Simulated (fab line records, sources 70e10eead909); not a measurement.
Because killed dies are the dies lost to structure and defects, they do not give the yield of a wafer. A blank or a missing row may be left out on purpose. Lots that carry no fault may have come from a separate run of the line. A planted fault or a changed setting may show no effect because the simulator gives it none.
Chamber matching / flow nandHarc / pecvd-01 running NHARC_P_M2_PRE_CLEAN_32: 3 sister chambers
The step time 12 s. 3 wafers are shown with their chamber, then 11 later ones without.

== WAFERS PAIRED WITH THEIR CHAMBERS ==
wafer=L083.4; chamber=2; heaterPowerW (W)=643
wafer=L087.4; chamber=0; heaterPowerW (W)=773
wafer=L088.2; chamber=1; heaterPowerW (W)=637

== WAFERS WITHOUT THEIR CHAMBER ==
wafer=L088.3; heaterPowerW (W)=737
wafer=L088.6; heaterPowerW (W)=632
wafer=L090.1; heaterPowerW (W)=606
wafer=L090.3; heaterPowerW (W)=654
wafer=L090.5; heaterPowerW (W)=605
wafer=L093.1; heaterPowerW (W)=630
wafer=L093.2; heaterPowerW (W)=624
wafer=L093.5; heaterPowerW (W)=608
wafer=L094.2; heaterPowerW (W)=535
wafer=L094.5; heaterPowerW (W)=517
wafer=L094.6; heaterPowerW (W)=625

== WHICH CHAMBER EACH WENT THROUGH ==
wafer=L088.3; from the rows above=can't be placed: 0 or 2 or 1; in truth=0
wafer=L088.6; from the rows above=can't be placed: 1 or 2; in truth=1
wafer=L090.1; from the rows above=can't be placed: 1 or 2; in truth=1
wafer=L090.3; from the rows above=can't be placed: 2 or 1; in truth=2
wafer=L090.5; from the rows above=can't be placed: 1 or 2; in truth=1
wafer=L093.1; from the rows above=can't be placed: 1 or 2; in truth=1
wafer=L093.2; from the rows above=can't be placed: 1 or 2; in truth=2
wafer=L093.5; from the rows above=can't be placed: 1 or 2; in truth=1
wafer=L094.2; from the rows above=can't be placed: 1 or 2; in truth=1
wafer=L094.5; from the rows above=can't be placed: 1 or 2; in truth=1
wafer=L094.6; from the rows above=can't be placed: 1 or 2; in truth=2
Correct placement for 0 of the 11. Cannot be placed on the basis of these rows: 11; the candidates contain the true chamber in 11. Number placed wrongly: 0.
How it was worked out, from the rows above alone: a wafer's distance from a chamber is the root of the sum, over the readings, of the square of ((its reading less the chamber's mean) divided by the reading's scatter). The wafer belongs to the nearest chamber; if the next one is less than 2 further off, it can't be placed. A chamber's mean is the mean of its shown wafers. The scatter: with one shown wafer a chamber, the root of the mean of the squares of how far each hidden wafer lies from its nearest shown one.
